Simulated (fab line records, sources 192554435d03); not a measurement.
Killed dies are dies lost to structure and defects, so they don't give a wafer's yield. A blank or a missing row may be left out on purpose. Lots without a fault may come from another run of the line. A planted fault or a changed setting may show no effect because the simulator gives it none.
fab line records | flow n5_finfet
record lots=9 wafers=22 last_day=18
route steps=1938 shown MOL_CONTACT_COAG@577 BEOL_M4@1111 PASSIVATION@1936
lots that met no fault: from a run of the same line without faults
start_h: hours from the record's first day to the start of the lot's first wafer shown | wait_h: hours since the lot's step before | " the same as in the row above | L1.1+2: a row that stands for several wafers | - no value, or no start given | * or withheld: withheld | < > ~ a bound
route shown NAME@n: a module of which the file shows steps, and the number in the route of the first | usual: mean/standard deviation of fault-free wafers | same: alike in all rows | chamber/n: place in a boat | sites: the reading at each site | _std_site: their standard deviation | _edge_site: outer sites' mean less inner sites' | radius_mm: how far each site lies from the wafer's centre | mask NAME#n: copy n | behind: the tool/chamber that last shaped the wafer | hold: why the lot was held/for how many hours/how that ended | device: the transistor (n, p or np) that didn't switch | end of line: the same wafers' tests at the end of the route | a step without rows: its recipe alone | killed: dies lost to structure and defects at the first sort, not the wafer's yield | map: a wafer's dies, x killed, . not, _ none there
set.NAME: the setting as run; set.NAME@STEP: as run at that earlier step | model.NAME: the simulator's own value behind a step, which no gauge read
steps of the route over a sample of lots; a table a step, a row a wafer
services: from which hour (start_h, from the record's first day; less than 0 if before it) a tool's chamber was out of use, for how many hours, and why
## steps
# step N5_MOL_CONTACT_COAG_ETCH_89
# recipe chemistry=N2/H2 target=underlayer target_depth_a=130 mask_material=CAR-EUV time_s=10.4 ion_energy_ev=200 pressure_mtorr=30 source_w=840 bias_w=150 n2_flow_sccm=200 h2_flow_sccm=200 ends=cleared
# usual drypump_motor_current_A=5.7/0.4 etch_rf_on_time_s=10.39/0.29 oes_product_au=0.66/0.078 rf_vpp_V=524.7/2.3 showerhead_plenum_p_Torr=2.57/0.076 throttle_valve_pct=17.90/0.26
# columns lot.wafer tool chamber start_h wait_h drypump_motor_current_A etch_rf_on_time_s oes_product_au rf_hours_counter_h rf_vpp_V showerhead_plenum_p_Torr throttle_valve_pct
L575.4 rie_diel-04 0 99.91 0.0 5.3 10.36 0.60 217 525.8 2.60 18.08
L575.6 " 2 " " 5.8 10.46 0.71 - 528.2 2.67 17.73
L577.2 rie_diel-05 0 111.39 0.0 5.4 11.10 0.55 246 523.7 2.52 18.17
L577.3 " 2 " " 5.7 10.36 0.68 97 527.1 2.69 17.98
L578.2 rie_diel-05 0 114.57 0.0 5.4 11.02 0.56 248 523.1 2.52 18.17
L578.5 " 2 " " 5.7 10.26 0.68 - 528.9 2.69 17.96
L578.6 " 3 " " 6.1 10.33 0.60 - 521.5 2.53 18.21
L582.2 rie_diel-06 3 140.09 0.0 5.7 10.37 0.79 7 524.7 2.61 17.50
L582.3 " 0 " " 5.4 10.89 0.58 195 521.4 2.40 17.79
L582.5 " 3 " " 5.7 10.43 0.78 - 525.0 2.61 17.51
L584.5 rie_diel-04 0 152.49 0.0 5.3 10.17 0.60 - 526.2 2.60 18.12
L584.6 " 3 " " 5.3 10.15 0.62 - 522.6 2.50 17.98
L587.2 rie_diel-04 3 172.33 0.0 5.4 10.16 0.61 228 523.8 2.50 18.00
L587.6 " 0 " " 5.3 10.30 0.59 - 527.4 2.59 18.11
L593.1 rie_diel-05 0 204.06 0.0 5.3 10.90 0.74 21 522.1 2.51 17.90
L593.3 " 3 " " 6.1 10.37 0.59 243 522.8 2.52 18.25
L593.4 " 1 " " 6.1 9.98 0.76 44 526.6 2.59 17.47
L594.1 rie_diel-04 2 221.31 0.0 5.9 10.52 0.68 121 527.8 2.65 17.80
L594.6 " 0 " " 5.3 10.02 0.84 - 525.0 2.59 17.62
L595.2 rie_diel-05 2 221.78 0.0 5.7 10.28 0.65 138 527.2 2.68 18.06
L595.3 " 0 " " 5.3 10.81 0.75 26 520.1 2.51 17.91
L595.5 " 2 " " 5.7 10.28 0.65 - 528.9 2.68 18.05
# step N5_MOL_CONTACT_COAG_ALD_131
# recipe material=SiO2 target_thk_a=50 temp_c=100 ald_precursor_family=BDEAS ald_co_reactant=O2-plasma pulse_time_s=1 co_reactant_pulse_time_s=1 purge_time_s=2 co_reactant_purge_time_s=2 ald_cycles=35 pressure_torr=2
# usual heater_power_w=80/7.8 precursor_pulse_height_rel=1.000/0.021
# columns lot.wafer tool chamber start_h wait_h heater_power_w precursor_pulse_height_rel since_wet_clean_h
L575.4 ald_sin-03 0 100.53 0.6 82 1.017 290
L575.6 " 1 " " 87 1.020 -
L577.2 ald_sin-01 0 111.65 0.2 72 0.998 12
L577.3 " 2 " " 84 0.974 12
L578.2 ald_sin-01 3 114.67 0.1 68 1.013 15
L578.5 " 1 " " 90 0.973 -
L578.6 " 0 " " 73 1.024 -
L582.2 ald_sin-01 2 140.19 0.1 85 1.054 41
L582.3 " 0 " " 72 1.007 41
L582.5 " 0 " " 73 1.012 -
L584.5 ald_sin-03 1 152.66 0.1 84 1.013 -
L584.6 " 0 " " 83 1.025 -
L587.2 ald_sin-04 2 172.43 0.1 82 1.026 270
L587.6 " 0 " " 89 1.042 -
L593.1 ald_sin-04 1 204.51 0.4 80 0.982 302
L593.3 " 3 " " 66 1.006 302
L593.4 " 0 " " 88 0.975 302
L594.1 ald_sin-01 1 221.54 0.2 92 1.004 122
L594.6 " 2 " " 84 0.991 -
L595.2 ald_sin-01 1 221.89 0.1 92 0.995 123
L595.3 " 2 " " 86 0.975 123
L595.5 " 3 " " 70 1.010 -
# step N5_MOL_CONTACT_COAG_CD_MEAS_40
# recipe target_cd_nm=25.1 landing_energy_ev=500 detector=se_inlens polarity=opening
# usual cd_nm=25.02/0.25
# columns lot.wafer tool chamber start_h wait_h cd_nm
L575.4 cd_sem-03 0 101.52 - 25.34
L575.6 " 0 " " 25.03
L577.2 cd_sem-01 0 112.87 - 25.15
L577.3 " 0 " " 24.87
L578.2 cd_sem-01 0 115.95 - 24.88
L578.5 " 0 " " 24.56
L578.6 " 0 " " 25.50
L582.2 cd_sem-02 0 141.47 - 25.35
L582.3 " 0 " " 25.26
L582.5 " 0 " " 25.12
L584.5 cd_sem-03 0 153.71 - 25.53
L584.6 " 0 " " 25.45
L587.2 cd_sem-03 0 173.55 - 25.58
L587.6 " 0 " " 25.08
L593.1 cd_sem-03 0 205.66 - 25.08
L593.3 " 0 " " 24.49
L593.4 " 0 " " 25.00
L594.1 cd_sem-02 0 222.55 - 25.10
L594.6 " 0 " " 25.02
L595.2 cd_sem-02 0 222.88 - 25.14
L595.3 " 0 " " 24.85
L595.5 " 0 " " 24.82
# step N5_MOL_CONTACT_COAG_INSPECT_42
# recipe mode=adi inspect_instrument=brightfield
# usual raw_defect_count=190/46
# columns lot.wafer tool chamber start_h wait_h raw_defect_count
L575.4 defect_inspect-02 - 101.61 0.0 116
L575.6 " - " " 178
L577.2 defect_inspect-01 - 112.95 0.0 151
L577.3 " - " " 198
L578.2 defect_inspect-02 - 116.04 0.0 178
L578.5 " - " " 177
L578.6 " - " " 171
L582.2 defect_inspect-02 - 141.56 0.0 237
L582.3 " - " " 291
L582.5 " - " " 252
L584.5 defect_inspect-02 - 153.79 0.0 117
L584.6 " - " " 208
L587.2 defect_inspect-01 - 173.64 0.0 137
L587.6 " - " " 156
L593.1 defect_inspect-02 - 205.75 0.1 509
L593.3 " - " " 515
L593.4 " - " " 484
L594.1 defect_inspect-01 - 222.63 0.1 121
L594.6 " - " " 214
L595.2 defect_inspect-02 - 222.97 0.0 507
L595.3 " - " " 561
L595.5 " - " " 554
# step N5_MOL_CONTACT_COAG_VIA_ETCH_117
# recipe chemistry=C4F6/O2 target_depth_a=400 overetch_a=80 mask_material=SOC target=SiO2 bias_w=455 pressure_mtorr=10 time_s=26 source_w=325 Ar_flow_sccm=300 C4F6_flow_sccm=10 O2_flow_sccm=10 ion_energy_ev=575.3 ends=end_point
# usual O2_flow_sccm=9.999/0.027 drypump_motor_current_A=5.8/0.43 oes_product_au=0.71/0.087 rf_vpp_V=1597/59 showerhead_plenum_p_Torr=2.87/0.07 throttle_valve_pct=41.0/0.38
# columns lot.wafer tool chamber start_h wait_h O2_flow_sccm drypump_motor_current_A oes_product_au rf_hours_counter_h rf_vpp_V showerhead_plenum_p_Torr throttle_valve_pct
L575.4 rie_diel-05 2 102.17 0.0 10.003 5.7 0.71 94 1640 2.96 40.6
L575.6 " 1 " " 9.945 6.1 0.82 - 1587 2.91 41.0
L577.2 rie_diel-04 2 113.47 0.0 9.968 5.8 0.74 86 1650 2.98 40.8
L577.3 " 3 " " 9.965 5.3 0.65 208 1462 2.81 41.0
L578.2 rie_diel-06 2 116.55 0.0 10.019 6.4 0.63 251 1672 2.88 40.6
L578.5 " 0 " " 9.995 5.4 0.63 - 1529 2.76 41.4
L578.6 " 1 " " 10.019 6.5 0.63 - 1648 2.93 41.0
L582.2 rie_diel-06 0 142.06 0.0 9.953 5.4 0.64 196 1529 2.76 41.4
L582.3 " 1 " " 9.982 6.5 0.63 243 1649 2.92 41.0
L582.5 " 3 " " 10.040 5.7 0.81 - 1557 2.89 40.7
L584.5 rie_diel-04 2 154.96 0.0 9.942 5.8 0.72 - 1649 2.97 40.9
L584.6 " 1 " " 10.026 5.4 0.64 - 1569 2.89 40.6
L587.2 rie_diel-06 0 174.89 0.0 9.992 5.3 0.62 210 1528 2.75 41.4
L587.6 " 3 " " 10.026 5.7 0.78 - 1555 2.88 40.7
L593.1 rie_diel-06 1 206.70 0.0 9.981 6.5 0.83 11 1648 2.91 40.8
L593.3 " 3 " " 9.984 5.7 0.78 31 1556 2.87 40.7
L593.4 " 2 " " 9.984 6.4 0.83 24 1672 2.87 40.8
L594.1 rie_diel-06 0 223.14 0.0 10.009 5.4 0.62 225 1527 2.74 41.4
L594.6 " 3 " " 10.025 5.7 0.76 - 1555 2.87 40.7
L595.2 rie_diel-05 0 223.47 0.0 9.984 5.3 0.80 26 1616 2.79 41.7
L595.3 " 3 " " 10.012 6.1 0.62 248 1590 2.79 40.8
L595.5 " 1 " " 9.998 6.2 0.75 - 1586 2.89 41.0
# step N5_BEOL_M4_RC_MEAS_101
# usual DIBL_N=36.1/2 DIBL_P=36.3/2.5 IOFF_N=0.16/0.037 IOFF_P=0.21/0.039 ION_N=678/15 ION_P=465/8.7 SS_N=71.4/0.7 SS_P=73.3/0.74 VT_N=249/3.6 VT_P=-250.0/2.9
# columns lot.wafer tool chamber start_h wait_h DIBL_N[mV/V] DIBL_P[mV/V] IOFF_N[nA/um] IOFF_P[nA/um] ION_N[uA/um] ION_P[uA/um] SS_N[mV/dec] SS_P[mV/dec] VT_N[mV] VT_P[mV]
L575.4 prober-01 0 162.15 0.5 35.5 36.4 0.16 0.26 669 475 72.2 73.6 251 -243.3
L575.6 " 0 " " 33.2 33.5 0.11 0.20 649 462 71.1 72.7 257 -247.6
L578.2 prober-02 0 181.22 0.2 33.3 30.4 0.09 0.15 643 452 70.6 72.3 257 -252.8
L578.5 " 0 " " 36.9 35.9 0.14 0.21 684 470 71.0 72.7 250 -250.1
L578.6 " 0 " " 33.6 30.2 0.09 0.14 642 443 70.6 71.8 258 -255.9
L577.2 prober-01 0 191.52 0.2 35.7 35.4 0.14 0.17 675 457 70.6 73.0 254 -255.2
L577.3 " 0 " " 37.6 37.8 0.18 0.22 674 460 72.1 74.7 249 -249.7
L582.2 prober-02 0 199.78 0.2 32.3 30.4 0.09 0.14 653 459 70.1 71.2 257 -253.7
L582.3 " 0 " " 34.5 33.9 0.12 0.18 666 465 71.4 73.0 251 -250.1
L582.5 " 0 " " 37.8 38.5 0.17 0.25 672 467 71.9 73.8 248 -247.8
L584.5 prober-01 0 234.30 0.6 33.9 33.0 0.12 0.17 663 464 71.1 72.9 255 -251.0
L584.6 " 0 " " 37.4 38.3 0.17 0.26 678 469 71.9 74.4 249 -245.3
L587.2 prober-02 0 256.44 0.2 38.8 41.2 0.25 0.32 705 485 72.3 73.9 243 -243.5
L587.6 " 0 " " 38.7 39.1 0.23 0.27 697 474 72.0 73.4 244 -249.4
L593.1 prober-02 0 301.42 0.0 39.2 39.4 0.21 0.26 694 476 72.5 73.8 247 -247.5
L593.3 " 0 " " 35.9 35.9 0.14 0.21 666 457 71.6 73.8 250 -254.1
L593.4 " 0 " " 37.1 37.4 0.18 0.23 698 464 71.7 73.4 248 -250.2
L594.1 prober-02 0 308.27 0.0 34.5 35.3 0.15 0.20 690 476 71.0 72.5 249 -250.5
L594.6 " 0 " " 34.3 35.2 0.13 0.19 660 453 70.8 72.5 252 -249.1
L595.2 prober-02 0 318.78 0.2 37.0 35.8 0.17 0.23 676 458 71.6 73.8 248 -251.4
L595.3 " 0 " " 35.6 35.0 0.15 0.20 675 466 71.8 73.3 250 -247.7
L595.5 " 0 " " 33.9 33.2 0.13 0.20 679 471 70.7 73.0 252 -248.3
# step N5_PASSIVATION_PROBE_49
# usual defect_limited_yield=91.1/1.3 killed_at_M0_to_M3=32/9.7 killed_at_M4_up=16/6 killed_at_contacts=12/5.9 killed_at_front_end=41/11 killed_at_other=4/3.1 killed_dies=104/16 killed_on_rim=14/4 killed_open=68/12 killed_short=34/7.4 sort_bin_5_function=5.1/0.85 sort_bin_6_memory=3.3/0.66 sort_bin_8_speed=0.1/0.53 sort_n_pass=1075/16 sort_yield_pct=91.1/1.4
# same gross_dies=1180 killed_at_back_side=0 sort_bin_4_leakage[%]=0
# columns lot.wafer tool chamber start_h wait_h defect_limited_yield[%] killed_at_M0_to_M3 killed_at_M4_up killed_at_contacts killed_at_front_end killed_at_other killed_dies killed_on_rim killed_open killed_short sort_bin_5_function[%] sort_bin_6_memory[%] sort_bin_8_speed[%] sort_n_pass sort_yield_pct[%]
L593.1 prober-01 - 412.94 0.0 84.8 28 9 88 51 3 179 30 53 36 9.4 3.6 0 1001 84.8
L593.3 prober-01 - 413.04 0.1 84.0 47 6 68 66 2 189 30 86 51 9.4 5.4 0 991 84.0
L593.4 prober-01 - 413.09 0.2 82.7 35 11 113 41 4 204 31 63 28 10.3 4.2 0 976 82.7
L595.2 prober-02 - 425.68 0.1 84.3 21 6 110 44 4 185 21 58 30 10.0 4.2 0 995 84.3
L595.3 prober-02 - 425.73 0.1 84.7 39 18 80 40 4 181 32 75 30 8.7 5.1 0 999 84.7
L595.5 prober-02 - 425.83 0.2 84.4 30 7 108 35 4 184 21 64 26 9.1 4.2 0 996 84.4
# killed by level:class
L593.1 MOL_CONTACT_COAG:unspecified=80 HKMG_FIN:area_etch=10 FIN_SAQP:geometric_particle:short=9 BEOL_M3:geometric_particle:open=9 STI_FIN_REVEAL:geometric_particle:open=8 ILD0:geometric_particle:short=5 MOL_CONTACT_COAG:geometric_particle:open=5 BEOL_M0_SAQP:geometric_particle:open=4
L593.3 MOL_CONTACT_COAG:unspecified=52 FIN_SAQP:geometric_particle:open=20 FIN_SAQP:geometric_particle:short=18 BEOL_M3:geometric_particle:open=17 MOL_CONTACT_COAG:geometric_particle:open=15 DUMMY_GATE:geometric_particle:open=8 BEOL_M0_SAQP:geometric_particle:short=7 ILD0:geometric_particle:short=7
L593.4 MOL_CONTACT_COAG:unspecified=102 MOL_CONTACT_COAG:geometric_particle:open=10 HKMG_FIN:area_etch=10 BEOL_M1:geometric_particle:open=9 FIN_SAQP:geometric_particle:open=7 DUMMY_GATE:geometric_particle:open=7 BEOL_M3:geometric_particle:open=7 BEOL_M0_SAQP:geometric_particle:short=6
L595.2 MOL_CONTACT_COAG:unspecified=97 MOL_CONTACT_COAG:geometric_particle:open=11 FIN_SAQP:geometric_particle:open=8 DUMMY_GATE:geometric_particle:open=6 GATE_CUT:geometric_particle:open=5 BEOL_M2:geometric_particle:open=5 BEOL_M3:geometric_particle:open=5 FIN_SAQP:geometric_particle:short=4
L595.3 MOL_CONTACT_COAG:unspecified=71 FIN_SAQP:geometric_particle:open=13 BEOL_M0_SAQP:geometric_particle:open=10 BEOL_M3:geometric_particle:open=9 MOL_CONTACT_COAG:geometric_particle:open=8 BEOL_M0_SAQP:geometric_particle:short=8 BEOL_M4:geometric_particle:open=6 STI_FIN_REVEAL:geometric_particle:open=5
L595.5 MOL_CONTACT_COAG:unspecified=93 MOL_CONTACT_COAG:geometric_particle:open=11 BEOL_M3:geometric_particle:open=10 DUMMY_GATE:geometric_particle:open=9 BEOL_M0_SAQP:geometric_particle:open=6 GATE_CUT:geometric_particle:open=5 DUMMY_GATE:geometric_particle:short=4 MOL_CONTACT_COAG:geometric_particle:short=4
## services
# columns tool chamber start_h hours kind
ald_sin-03 - 77.00 0.6 repair
rie_diel-06 0 80.80 5.8 repair
ald_sin-01 - 85.25 14.0 pm
rie_diel-05 1 102.88 4.1 repair
rie_diel-06 3 109.47 - clean
rie_diel-06 3 109.47 - consumable_replace:focus_ring
rie_diel-06 3 109.47 17.5 scheduled_down
rie_diel-06 3 109.47 17.5 vent_cycle
rie_diel-05 0 124.16 - clean
rie_diel-05 0 124.16 - consumable_replace:focus_ring
rie_diel-05 0 124.16 14.1 scheduled_down
rie_diel-05 0 124.16 14.1 vent_cycle
rie_diel-06 2 127.08 - clean
rie_diel-06 2 127.08 - consumable_replace:focus_ring
rie_diel-06 2 127.08 14.0 scheduled_down
rie_diel-06 2 127.08 14.0 vent_cycle
ald_sin-01 - 157.80 2.8 pm
rie_diel-06 1 163.37 - clean
rie_diel-05 0 167.07 5.0 repair
rie_diel-04 2 175.54 3.6 repair
ald_sin-03 - 178.32 14.0 pm
rie_diel-05 1 183.42 12.0 repair
rie_diel-05 - 205.16 0.7 repair
rie_diel-05 - 218.37 0.1 repair
## key
first_sign step=N5_MOL_CONTACT_COAG_INSPECT_42 reading=raw_defect_count direction=up sigmas=7.1 usual=190 struck=522
effect step=N5_PASSIVATION_PROBE_49 reading=killed_at_contacts direction=up sigmas=14 usual=12 struck=94
more_kills_born_at N5_MOL_CONTACT_COAG_ETCH_89@rie_diel-05=495
met_at N5_MOL_CONTACT_COAG_ETCH_89
struck_lots L593,L595
baseline_loss step=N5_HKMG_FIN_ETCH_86 wafers=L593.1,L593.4
not_acting_at N5_MOL_CONTACT_COAG_ALD_131,N5_MOL_CONTACT_COAG_CD_MEAS_40,N5_MOL_CONTACT_COAG_VIA_ETCH_117
onset_between 114.57 204.06
fault kind=chamber_particle_source tool=rie_diel-05 chamber=- onset_h=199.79 steps=N5_MOL_CONTACT_COAG_ETCH_89 rate_per_visit_cm2=0.46284 end_h=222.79
# baseline_loss: these wafers lose ten dies or more at that step, a loss of the line's own and not of a fault; the sort's usual values leave them out
